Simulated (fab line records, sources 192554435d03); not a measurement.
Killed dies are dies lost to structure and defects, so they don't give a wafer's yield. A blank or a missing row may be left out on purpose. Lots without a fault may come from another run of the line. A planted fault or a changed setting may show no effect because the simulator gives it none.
Split-lot experiment | flow n5_finfet | 7 lots, 21 wafers read, on a route of 1938 steps

THE SPLIT
At N5_BEOL_M4_COAT_73 (time 60 s, resist thk 5 nm), the setting spin_rpm was moved away from the recipe's 1500 rpm on 6 of the 21 wafers read, by -9.4% to +10.4%. The other wafers ran this setting at the recipe's value.

FROM THE SPLIT TO THE READING: what the file shows between them, 1 step
- N5_BEOL_M4_DESCUM_16: chemistry O2, time 7 s (also split here: time_s)

THE READING
etch.depth_nm (the simulator's own value, which no gauge read), in nm, at N5_BEOL_M4_ETCH_74 (etches underlayer in N2/H2, target depth 6.5 nm, time 5.2 s). The file gives no usual value for it. The 15 wafers here that ran the recipe average 5.016 nm, standard deviation 0.013 nm.

wafer  | tool, chamber at the split | spin_rpm as run, rpm | against the recipe | etch.depth_nm, nm | against lot-mates on the recipe
L078.1 | litho_track-01, 0          | 1500                 | recipe             | 5.024             | -
L078.2 | litho_track-01, 0          | 1500                 | recipe             | 5.012             | -
L078.6 | litho_track-01, 0          | 1500                 | recipe             | 5.001             | -
L079.3 | litho_track-05, 0          | 1500                 | recipe             | 5.028             | -
L079.4 | litho_track-05, 0          | 1371                 | -8.6%              | 5.222             | +0.199
L079.5 | litho_track-05, 0          | 1500                 | recipe             | 5.019             | -
L087.3 | litho_track-03, 0          | 1500                 | recipe             | 5.013             | -
L087.4 | litho_track-03, 0          | 1500                 | recipe             | 5.012             | -
L087.6 | litho_track-03, 0          | 1500                 | recipe             | 5.022             | -
L088.4 | litho_track-03, 0          | 1384                 | -7.7%              | 5.229             | +0.218
L088.5 | litho_track-03, 0          | 1500                 | recipe             | 5.013             | -
L088.6 | litho_track-03, 0          | 1500                 | recipe             | 5.008             | -
L091.1 | litho_track-03, 0          | 1359                 | -9.4%              | 5.265             | +0.265
L091.3 | litho_track-03, 0          | 1500                 | recipe             | 5                 | -
L091.4 | litho_track-03, 0          | 1359                 | -9.4%              | 5.26              | +0.260
L093.1 | litho_track-03, 0          | 1500                 | recipe             | 5.012             | -
L093.3 | litho_track-03, 0          | 1656                 | +10.4%             | 4.772             | -0.230
L093.4 | litho_track-03, 0          | 1500                 | recipe             | 4.993             | -
L097.2 | litho_track-03, 0          | 1368                 | -8.8%              | 5.269             | +0.229
L097.4 | litho_track-03, 0          | 1500                 | recipe             | 5.043             | -
L097.5 | litho_track-03, 0          | 1500                 | recipe             | 5.038             | -

THE FIT
A straight line over all 21 wafers: etch.depth_nm changes by -0.0256 nm for each +1% of spin_rpm; r = -0.99; the points scatter about the line by 0.015 nm.
The same after taking each lot's own level away (the mean of its wafers on the recipe; 21 wafers): -0.0254 nm for each +1%; r = -0.99; scatter 0.013 nm.
On that fit, the largest move of spin_rpm shifts the reading by 0.26 nm.
The lots' own levels span 5.0000 to 5.0405 nm, that is 3.1 times the standard deviation above.
So the lot-to-lot level changes the slope little: the two slopes agree.
Check: with one of the wafers moved furthest among these (+10.4%) left out of the fit, the line predicts -0.277 nm for it against its lot-mates. It came out at -0.23 nm against them.

OTHER SPLITS ON THESE WAFERS
These wafers also went through other splits before the reading. Each is held against what the fit with the lots' levels taken away leaves over:
other split on the same wafers   | wafers away from the commonest value | r with etch.depth_nm (lot level and that fit taken away)
N5_BEOL_M2_COAT_22 spin_rpm      | 7                                    | -0.27
N5_BEOL_M3_ETCH_70 bias_w        | 6                                    | +0.05
N5_BEOL_M3_TRENCH_ETCH_37 time_s | 10                                   | -0.07
N5_BEOL_M4_DESCUM_16 time_s      | 8                                    | -0.21

THE FILE'S OWN FIT
etch.depth_nm changes by -0.0252 nm for each +1% of spin_rpm, r = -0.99.
